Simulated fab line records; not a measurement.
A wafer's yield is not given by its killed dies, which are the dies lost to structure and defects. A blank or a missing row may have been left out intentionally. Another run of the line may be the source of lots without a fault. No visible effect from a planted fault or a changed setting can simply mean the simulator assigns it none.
A sampling plan put to the test :: flow n5Finfet :: each of the 40 faults these records tell of, on one fab line, judged from the records of the lots it struck
The plan is the line's own looks: the steps of the route at which a gauge or an inspection reads the wafer and doesn't change it. Where struck wafers have a number at a look and the file lists that look's usual mean and standard deviation on fault-free wafers, the look can be judged. Caught: the struck wafers' mean, at a look after the fault's first step, is 4 or more of those standard deviations (sigma) away from the usual mean. On the tool: the fault's steps, tested the same way using the tool's own readings. Caught also covers a different recipe on the struck wafers, or a record left blank for those wafers only.

## THE FAULTS, as the simulator had put them in
1. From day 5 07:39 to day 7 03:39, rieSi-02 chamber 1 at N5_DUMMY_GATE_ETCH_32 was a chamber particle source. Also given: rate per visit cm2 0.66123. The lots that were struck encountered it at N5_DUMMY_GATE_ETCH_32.
2. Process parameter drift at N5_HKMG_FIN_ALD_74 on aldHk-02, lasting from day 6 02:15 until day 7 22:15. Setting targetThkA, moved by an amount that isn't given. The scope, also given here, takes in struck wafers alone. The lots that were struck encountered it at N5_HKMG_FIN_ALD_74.
3. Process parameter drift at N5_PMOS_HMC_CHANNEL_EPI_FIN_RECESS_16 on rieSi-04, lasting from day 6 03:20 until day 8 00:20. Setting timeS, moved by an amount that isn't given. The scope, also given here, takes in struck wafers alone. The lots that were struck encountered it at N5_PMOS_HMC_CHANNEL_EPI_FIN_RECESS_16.
4. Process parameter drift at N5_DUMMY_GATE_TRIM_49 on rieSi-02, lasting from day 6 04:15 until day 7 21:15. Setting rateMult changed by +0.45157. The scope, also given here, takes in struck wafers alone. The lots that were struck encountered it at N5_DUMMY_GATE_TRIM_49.
5. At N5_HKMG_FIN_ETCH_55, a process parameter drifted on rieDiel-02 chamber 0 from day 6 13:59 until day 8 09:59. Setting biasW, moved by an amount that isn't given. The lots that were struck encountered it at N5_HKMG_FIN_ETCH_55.
6. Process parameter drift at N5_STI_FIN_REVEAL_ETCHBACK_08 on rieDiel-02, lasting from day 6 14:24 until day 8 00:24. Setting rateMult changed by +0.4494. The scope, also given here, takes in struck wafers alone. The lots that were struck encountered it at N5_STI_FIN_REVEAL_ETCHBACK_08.
7. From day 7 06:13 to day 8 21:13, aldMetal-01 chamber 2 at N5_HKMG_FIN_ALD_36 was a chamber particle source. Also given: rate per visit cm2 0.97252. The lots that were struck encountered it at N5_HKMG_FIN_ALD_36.
8. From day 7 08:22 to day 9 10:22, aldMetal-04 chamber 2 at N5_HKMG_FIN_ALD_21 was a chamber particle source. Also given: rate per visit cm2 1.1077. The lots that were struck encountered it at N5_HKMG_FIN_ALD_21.
9. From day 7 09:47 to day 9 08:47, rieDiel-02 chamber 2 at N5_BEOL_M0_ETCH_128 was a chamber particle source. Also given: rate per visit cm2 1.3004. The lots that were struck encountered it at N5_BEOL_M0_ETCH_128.
10. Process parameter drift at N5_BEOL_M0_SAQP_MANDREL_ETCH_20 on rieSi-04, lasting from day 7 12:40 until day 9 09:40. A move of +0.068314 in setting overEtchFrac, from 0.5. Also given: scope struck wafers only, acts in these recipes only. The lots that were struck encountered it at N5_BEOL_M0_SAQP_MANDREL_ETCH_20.
11. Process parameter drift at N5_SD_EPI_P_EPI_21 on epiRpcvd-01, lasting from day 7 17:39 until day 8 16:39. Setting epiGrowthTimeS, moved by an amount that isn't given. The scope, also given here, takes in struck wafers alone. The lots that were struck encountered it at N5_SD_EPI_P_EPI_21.
12. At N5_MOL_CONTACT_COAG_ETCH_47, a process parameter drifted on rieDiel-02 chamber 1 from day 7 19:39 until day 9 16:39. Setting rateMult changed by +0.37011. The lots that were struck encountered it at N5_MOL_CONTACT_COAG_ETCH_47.
13. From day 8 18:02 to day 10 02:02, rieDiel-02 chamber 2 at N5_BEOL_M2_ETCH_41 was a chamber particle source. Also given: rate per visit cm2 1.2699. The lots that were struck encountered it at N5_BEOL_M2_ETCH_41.
14. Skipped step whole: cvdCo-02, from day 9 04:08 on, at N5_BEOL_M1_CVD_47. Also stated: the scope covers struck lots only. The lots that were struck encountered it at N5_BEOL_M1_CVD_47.
15. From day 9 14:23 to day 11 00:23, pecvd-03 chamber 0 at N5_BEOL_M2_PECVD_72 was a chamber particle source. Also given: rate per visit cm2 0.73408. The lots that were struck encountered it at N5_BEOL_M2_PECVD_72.
16. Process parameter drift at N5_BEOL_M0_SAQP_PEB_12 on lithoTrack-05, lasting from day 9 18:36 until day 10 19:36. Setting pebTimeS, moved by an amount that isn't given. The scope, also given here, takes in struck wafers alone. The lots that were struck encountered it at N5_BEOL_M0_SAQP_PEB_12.
17. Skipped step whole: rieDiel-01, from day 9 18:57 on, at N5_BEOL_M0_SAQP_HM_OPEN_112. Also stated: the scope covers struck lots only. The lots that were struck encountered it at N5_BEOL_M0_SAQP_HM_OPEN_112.
18. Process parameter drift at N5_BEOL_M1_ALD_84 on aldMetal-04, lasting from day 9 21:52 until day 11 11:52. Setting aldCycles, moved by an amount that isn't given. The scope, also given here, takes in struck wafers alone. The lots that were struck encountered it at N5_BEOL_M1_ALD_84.
19. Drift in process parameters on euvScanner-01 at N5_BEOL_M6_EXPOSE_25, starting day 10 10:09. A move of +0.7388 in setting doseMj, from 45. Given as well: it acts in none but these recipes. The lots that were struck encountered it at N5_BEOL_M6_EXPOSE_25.
20. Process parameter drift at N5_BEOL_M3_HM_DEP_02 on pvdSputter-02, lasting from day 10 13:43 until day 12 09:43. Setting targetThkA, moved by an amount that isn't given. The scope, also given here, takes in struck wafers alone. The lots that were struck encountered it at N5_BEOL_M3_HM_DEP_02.
21. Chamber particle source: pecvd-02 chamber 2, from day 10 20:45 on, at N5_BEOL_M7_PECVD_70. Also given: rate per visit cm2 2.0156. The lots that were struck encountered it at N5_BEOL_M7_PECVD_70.
22. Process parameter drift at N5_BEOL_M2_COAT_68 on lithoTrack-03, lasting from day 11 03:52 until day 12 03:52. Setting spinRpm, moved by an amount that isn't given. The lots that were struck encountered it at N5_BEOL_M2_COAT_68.
23. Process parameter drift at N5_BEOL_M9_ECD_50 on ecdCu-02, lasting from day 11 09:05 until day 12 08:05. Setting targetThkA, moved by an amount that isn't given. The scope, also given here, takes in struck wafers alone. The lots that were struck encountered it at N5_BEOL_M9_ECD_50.
24. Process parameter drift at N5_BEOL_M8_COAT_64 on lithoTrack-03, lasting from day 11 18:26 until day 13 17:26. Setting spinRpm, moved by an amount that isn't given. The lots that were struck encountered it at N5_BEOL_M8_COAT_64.
25. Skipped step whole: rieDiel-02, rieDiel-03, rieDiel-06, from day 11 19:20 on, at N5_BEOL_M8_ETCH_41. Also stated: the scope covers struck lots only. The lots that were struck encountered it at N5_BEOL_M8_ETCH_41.
26. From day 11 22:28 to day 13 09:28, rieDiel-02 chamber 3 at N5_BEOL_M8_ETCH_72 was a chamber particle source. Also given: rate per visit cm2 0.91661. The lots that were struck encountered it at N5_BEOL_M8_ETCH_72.
27. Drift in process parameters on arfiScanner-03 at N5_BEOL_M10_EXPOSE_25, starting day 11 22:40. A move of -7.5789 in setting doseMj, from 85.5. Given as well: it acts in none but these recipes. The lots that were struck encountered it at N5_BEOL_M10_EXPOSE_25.
28. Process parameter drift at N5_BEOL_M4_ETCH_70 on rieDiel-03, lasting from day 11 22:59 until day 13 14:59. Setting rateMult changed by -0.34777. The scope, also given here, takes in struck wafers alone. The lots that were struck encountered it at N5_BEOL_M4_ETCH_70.
29. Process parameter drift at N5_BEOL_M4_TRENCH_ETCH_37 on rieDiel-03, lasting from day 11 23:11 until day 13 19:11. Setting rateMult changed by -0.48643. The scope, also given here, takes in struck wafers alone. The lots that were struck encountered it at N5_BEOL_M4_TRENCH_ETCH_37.
30. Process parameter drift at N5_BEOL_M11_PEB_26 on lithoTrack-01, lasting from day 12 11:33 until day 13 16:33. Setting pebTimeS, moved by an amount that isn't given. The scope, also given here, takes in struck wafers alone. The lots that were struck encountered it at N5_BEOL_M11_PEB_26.
31. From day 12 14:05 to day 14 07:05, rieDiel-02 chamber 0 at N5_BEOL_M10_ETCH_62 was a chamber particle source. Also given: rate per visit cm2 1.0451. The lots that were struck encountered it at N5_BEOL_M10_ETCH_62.
32. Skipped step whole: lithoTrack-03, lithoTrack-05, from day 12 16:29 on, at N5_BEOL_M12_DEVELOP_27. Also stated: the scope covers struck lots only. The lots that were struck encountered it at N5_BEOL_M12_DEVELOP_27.
33. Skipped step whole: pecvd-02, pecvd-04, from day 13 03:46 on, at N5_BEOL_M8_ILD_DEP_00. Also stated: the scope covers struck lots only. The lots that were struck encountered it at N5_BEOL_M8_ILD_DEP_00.
34. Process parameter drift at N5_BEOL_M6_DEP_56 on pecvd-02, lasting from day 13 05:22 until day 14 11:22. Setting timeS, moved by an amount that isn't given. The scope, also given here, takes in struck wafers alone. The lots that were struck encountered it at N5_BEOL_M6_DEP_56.
35. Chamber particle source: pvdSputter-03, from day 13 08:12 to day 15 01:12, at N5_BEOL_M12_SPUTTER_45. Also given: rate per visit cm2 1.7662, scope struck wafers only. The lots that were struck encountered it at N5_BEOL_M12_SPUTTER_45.
36. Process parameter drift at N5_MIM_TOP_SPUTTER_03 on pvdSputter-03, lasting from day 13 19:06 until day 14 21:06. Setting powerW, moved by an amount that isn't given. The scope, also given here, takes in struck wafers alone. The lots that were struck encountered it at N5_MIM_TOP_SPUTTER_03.
37. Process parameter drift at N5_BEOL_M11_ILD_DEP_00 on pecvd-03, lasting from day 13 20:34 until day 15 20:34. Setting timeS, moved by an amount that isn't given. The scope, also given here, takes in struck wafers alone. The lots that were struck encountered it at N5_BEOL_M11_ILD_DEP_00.
38. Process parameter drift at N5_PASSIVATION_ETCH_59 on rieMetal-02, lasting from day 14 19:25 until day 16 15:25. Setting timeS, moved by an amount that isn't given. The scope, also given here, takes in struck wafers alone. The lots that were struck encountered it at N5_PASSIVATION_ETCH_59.
39. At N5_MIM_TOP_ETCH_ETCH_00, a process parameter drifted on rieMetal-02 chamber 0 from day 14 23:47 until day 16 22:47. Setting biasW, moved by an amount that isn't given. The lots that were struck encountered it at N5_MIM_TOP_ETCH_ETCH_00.
40. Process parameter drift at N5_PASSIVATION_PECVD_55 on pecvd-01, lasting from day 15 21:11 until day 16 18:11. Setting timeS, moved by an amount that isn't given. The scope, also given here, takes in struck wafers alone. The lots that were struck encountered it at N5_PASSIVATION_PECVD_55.

## WHAT THE PLAN SAW
fault: 1
on the tool itself: under 2 sigma
first look that catches it: N5_SPACER0_INSPECT_04
reading, sigma: rawDefectCount +10
median hours from its first step to that look: 2.3
hours from the fault's start to the first struck lot there: 10
judged looks passed uncaught: 1

fault: 2
on the tool itself: under 2 sigma
first look that catches it: N5_BEOL_M4_RC_MEAS_101
reading, sigma: IOFF_P_LONG +15
median hours from its first step to that look: 94.4
hours from the fault's start to the first struck lot there: 94
judged looks passed uncaught: 0

fault: 3
on the tool itself: under 2 sigma
first look that catches it: N5_PMOS_HMC_CHANNEL_EPI_THK_MEAS_22
reading, sigma: HMC_CMP_THK -13
median hours from its first step to that look: 1.8
hours from the fault's start to the first struck lot there: 5
judged looks passed uncaught: 0

fault: 4
on the tool itself: oesProductAu +11 sigma
first look that catches it: N5_DUMMY_GATE_CD_MEAS_50
reading, sigma: cdNm -11
median hours from its first step to that look: 0.1
hours from the fault's start to the first struck lot there: 3
judged looks passed uncaught: 0

fault: 5
on the tool itself: biasW -82 sigma
first look that catches it: not the one look that can be judged after it
reading, sigma: -
median hours from its first step to that look: -
hours from the fault's start to the first struck lot there: -
judged looks passed uncaught: 1

fault: 6
on the tool itself: oesProductAu +5.0 sigma
first look that catches it: N5_STI_FIN_REVEAL_FIN_H_MEAS_10
reading, sigma: trenchDepthNm +16
median hours from its first step to that look: 3.0
hours from the fault's start to the first struck lot there: 36
judged looks passed uncaught: 0

fault: 7
on the tool itself: only faintly: heaterPowerW +2.0 sigma
first look that catches it: none of the 4 looks that can be judged after it
reading, sigma: -
median hours from its first step to that look: -
hours from the fault's start to the first struck lot there: -
judged looks passed uncaught: 4

fault: 8
on the tool itself: under 2 sigma
first look that catches it: no look after it can be judged
reading, sigma: -
median hours from its first step to that look: -
hours from the fault's start to the first struck lot there: -
judged looks passed uncaught: 0

fault: 9
on the tool itself: under 2 sigma
first look that catches it: none of the 2 looks that can be judged after it
reading, sigma: -
median hours from its first step to that look: -
hours from the fault's start to the first struck lot there: -
judged looks passed uncaught: 2

fault: 10
on the tool itself: under 2 sigma
first look that catches it: none of the 2 looks that can be judged after it
reading, sigma: -
median hours from its first step to that look: -
hours from the fault's start to the first struck lot there: -
judged looks passed uncaught: 2

fault: 11
on the tool itself: no reading that can be judged
first look that catches it: N5_SD_EPI_P_EPI_MEAS_23
reading, sigma: thkNm -9.6
median hours from its first step to that look: 2.0
hours from the fault's start to the first struck lot there: 7
judged looks passed uncaught: 0

fault: 12
on the tool itself: etchRfOnTimeS -14 sigma
first look that catches it: not the one look that can be judged after it
reading, sigma: -
median hours from its first step to that look: -
hours from the fault's start to the first struck lot there: -
judged looks passed uncaught: 1

fault: 13
on the tool itself: under 2 sigma
first look that catches it: no look after it can be judged
reading, sigma: -
median hours from its first step to that look: -
hours from the fault's start to the first struck lot there: -
judged looks passed uncaught: 0

fault: 14
on the tool itself: the tool's record is blank for the struck wafers
first look that catches it: no look after it can be judged
reading, sigma: -
median hours from its first step to that look: -
hours from the fault's start to the first struck lot there: -
judged looks passed uncaught: 0

fault: 15
on the tool itself: under 2 sigma
first look that catches it: N5_BEOL_M2_INSPECT_13
reading, sigma: rawDefectCount +4.5
median hours from its first step to that look: 1.1
hours from the fault's start to the first struck lot there: 5
judged looks passed uncaught: 0

fault: 16
on the tool itself: no reading that can be judged
first look that catches it: N5_BEOL_M0_SAQP_CD_MEAS_14
reading, sigma: cdNm +6.3
median hours from its first step to that look: 0.1
hours from the fault's start to the first struck lot there: 2
judged looks passed uncaught: 0

fault: 17
on the tool itself: the tool's record is blank for the struck wafers
first look that catches it: no look after it can be judged
reading, sigma: -
median hours from its first step to that look: -
hours from the fault's start to the first struck lot there: -
judged looks passed uncaught: 0

fault: 18
on the tool itself: under 2 sigma
first look that catches it: N5_BEOL_M4_RC_MEAS_101
reading, sigma: COMB_M1 +5.9
median hours from its first step to that look: 39.0
hours from the fault's start to the first struck lot there: 51
judged looks passed uncaught: 0

fault: 19
on the tool itself: exposureDoseMJCm2 +13 sigma
first look that catches it: no look after it can be judged
reading, sigma: -
median hours from its first step to that look: -
hours from the fault's start to the first struck lot there: -
judged looks passed uncaught: 0

fault: 20
on the tool itself: under 2 sigma
first look that catches it: no look after it can be judged
reading, sigma: -
median hours from its first step to that look: -
hours from the fault's start to the first struck lot there: -
judged looks passed uncaught: 0

fault: 21
on the tool itself: under 2 sigma
first look that catches it: N5_BEOL_M7_INSPECT_13
reading, sigma: rawDefectCount +14
median hours from its first step to that look: 1.1
hours from the fault's start to the first struck lot there: 23
judged looks passed uncaught: 0

fault: 22
on the tool itself: spinSpeedRpm +99 or beyond sigma
first look that catches it: not the one look that can be judged after it
reading, sigma: -
median hours from its first step to that look: -
hours from the fault's start to the first struck lot there: -
judged looks passed uncaught: 1

fault: 23
on the tool itself: no reading that can be judged
first look that catches it: no look after it can be judged
reading, sigma: -
median hours from its first step to that look: -
hours from the fault's start to the first struck lot there: -
judged looks passed uncaught: 0

fault: 24
on the tool itself: spinSpeedRpm -80 sigma
first look that catches it: no look after it can be judged
reading, sigma: -
median hours from its first step to that look: -
hours from the fault's start to the first struck lot there: -
judged looks passed uncaught: 0

fault: 25
on the tool itself: the tool's record is blank for the struck wafers
first look that catches it: no look after it can be judged
reading, sigma: -
median hours from its first step to that look: -
hours from the fault's start to the first struck lot there: -
judged looks passed uncaught: 0

fault: 26
on the tool itself: under 2 sigma
first look that catches it: none of the 2 looks that can be judged after it
reading, sigma: -
median hours from its first step to that look: -
hours from the fault's start to the first struck lot there: -
judged looks passed uncaught: 2

fault: 27
on the tool itself: exposureDoseMJCm2 -67 sigma
first look that catches it: N5_BEOL_M10_CD_MEAS_28
reading, sigma: cdNm -6.6
median hours from its first step to that look: 0.1
hours from the fault's start to the first struck lot there: 0
judged looks passed uncaught: 0

fault: 28
on the tool itself: under 2 sigma
first look that catches it: not the one look that can be judged after it
reading, sigma: strongest: VT_P at N5_BEOL_M4_RC_MEAS_101, +2.0
median hours from its first step to that look: -
hours from the fault's start to the first struck lot there: -
judged looks passed uncaught: 1

fault: 29
on the tool itself: only faintly: oesProductAu -2.3 sigma
first look that catches it: N5_BEOL_M4_OCD_MEAS_38
reading, sigma: trenchDepthNm -27
median hours from its first step to that look: 0.2
hours from the fault's start to the first struck lot there: 5
judged looks passed uncaught: 0

fault: 30
on the tool itself: under 2 sigma
first look that catches it: N5_BEOL_M11_CD_MEAS_28
reading, sigma: cdNm -10
median hours from its first step to that look: 0.1
hours from the fault's start to the first struck lot there: 0
judged looks passed uncaught: 0

fault: 31
on the tool itself: under 2 sigma
first look that catches it: N5_BEOL_M10_INSPECT_30
reading, sigma: rawDefectCount +7.4
median hours from its first step to that look: 2.4
hours from the fault's start to the first struck lot there: 17
judged looks passed uncaught: 0

fault: 32
on the tool itself: no reading that can be judged
first look that catches it: no look after it can be judged
reading, sigma: -
median hours from its first step to that look: -
hours from the fault's start to the first struck lot there: -
judged looks passed uncaught: 0

fault: 33
on the tool itself: the tool's record is blank for the struck wafers
first look that catches it: no look after it can be judged
reading, sigma: -
median hours from its first step to that look: -
hours from the fault's start to the first struck lot there: -
judged looks passed uncaught: 0

fault: 34
on the tool itself: under 2 sigma
first look that catches it: not the one look that can be judged after it
reading, sigma: -
median hours from its first step to that look: -
hours from the fault's start to the first struck lot there: -
judged looks passed uncaught: 1

fault: 35
on the tool itself: only faintly: chamberPressurePa +2.2 sigma
first look that catches it: not the one look that can be judged after it
reading, sigma: -
median hours from its first step to that look: -
hours from the fault's start to the first struck lot there: -
judged looks passed uncaught: 1

fault: 36
on the tool itself: cathodeDcPowerW +99 or beyond sigma
first look that catches it: no look after it can be judged
reading, sigma: -
median hours from its first step to that look: -
hours from the fault's start to the first struck lot there: -
judged looks passed uncaught: 0

fault: 37
on the tool itself: runLengthS +15 sigma
first look that catches it: N5_BEOL_M11_THK_MEAS_01
reading, sigma: M11_ILD_THK +11
median hours from its first step to that look: 0.7
hours from the fault's start to the first struck lot there: 10
judged looks passed uncaught: 0

fault: 38
on the tool itself: under 2 sigma
first look that catches it: no look after it can be judged
reading, sigma: -
median hours from its first step to that look: -
hours from the fault's start to the first struck lot there: -
judged looks passed uncaught: 0

fault: 39
on the tool itself: biasW +33 sigma
first look that catches it: no look after it can be judged
reading, sigma: -
median hours from its first step to that look: -
hours from the fault's start to the first struck lot there: -
judged looks passed uncaught: 0

fault: 40
on the tool itself: under 2 sigma
first look that catches it: none of the 3 looks that can be judged after it
reading, sigma: -
median hours from its first step to that look: -
hours from the fault's start to the first struck lot there: -
judged looks passed uncaught: 3
A dash: the fault isn't caught, or these records don't give the number.

Caught at a look: 15 of 40. Caught on the tool: 15 of 40. By one or the other: 26 of 40.
Faults 5, 12, 14, 17, 19, 22, 24, 25, 33, 36, 39 were caught on the tool alone.
Caught at a look alone: faults 1, 2, 3, 11, 15, 16, 18, 21, 29, 30, 31.
Caught by neither: faults 7, 8, 9, 10, 13, 20, 23, 26, 28, 32, 34, 35, 38, 40.

## THINNER SAMPLING
Were the look that catches a fault to measure just every second or every third lot (counted by lot number), the first struck lot would, at worst, be measured this late:
fault: 1
struck lots at that look, in order of time: L113, L117
every lot: 10 h
every second lot: may miss all 2
every third lot: may miss all 2

fault: 2
struck lots at that look, in order of time: L708, L714
every lot: 94 h
every second lot: may miss all 2
every third lot: may miss all 2

fault: 3
struck lots at that look, in order of time: L906, L908
every lot: 5 h
every second lot: may miss all 2
every third lot: may miss all 2

fault: 4
struck lots at that look, in order of time: L146, L149, L152
every lot: 3 h
every second lot: 23 h
every third lot: may miss all 3

fault: 6
struck lots at that look, in order of time: L178
every lot: 36 h
every second lot: may miss it
every third lot: may miss it

fault: 11
struck lots at that look, in order of time: L662, L663, L664
every lot: 7 h
every second lot: 13 h
every third lot: 19 h

fault: 15
struck lots at that look, in order of time: L255, L256
every lot: 5 h
every second lot: 16 h
every third lot: may miss all 2

fault: 16
struck lots at that look, in order of time: L766, L767
every lot: 2 h
every second lot: 6 h
every third lot: may miss all 2

fault: 18
struck lots at that look, in order of time: L561, L563
every lot: 51 h
every second lot: may miss all 2
every third lot: may miss all 2

fault: 21
struck lots at that look, in order of time: L444, L445
every lot: 23 h
every second lot: 27 h
every third lot: may miss all 2

fault: 27
struck lots at that look, in order of time: L942, L943, L946
every lot: 0 h
every second lot: 24 h
every third lot: may miss all 3

fault: 29
struck lots at that look, in order of time: L858, L861
every lot: 5 h
every second lot: 35 h
every third lot: may miss all 2

fault: 30
struck lots at that look, in order of time: L273, L272, L276
every lot: 0 h
every second lot: 0 h
every third lot: may miss all 3

fault: 31
struck lots at that look, in order of time: L117, L119
every lot: 17 h
every second lot: may miss all 2
every third lot: may miss all 2

fault: 37
struck lots at that look, in order of time: L619, L621
every lot: 10 h
every second lot: may miss all 2
every third lot: may miss all 2
Hours count from the start of the fault until the first struck lot that is measured. The limit of 4 sigma was tested on all struck wafers together, so one lot alone may lie under it. Other struck lots may not be in these records.

## THE LONGEST TIMED WAY FROM STEP TO LOOK
Fault 2: the median time between N5_HKMG_FIN_ALD_74 and N5_BEOL_M4_RC_MEAS_101 is 94.4 hours. No look between them can be judged.
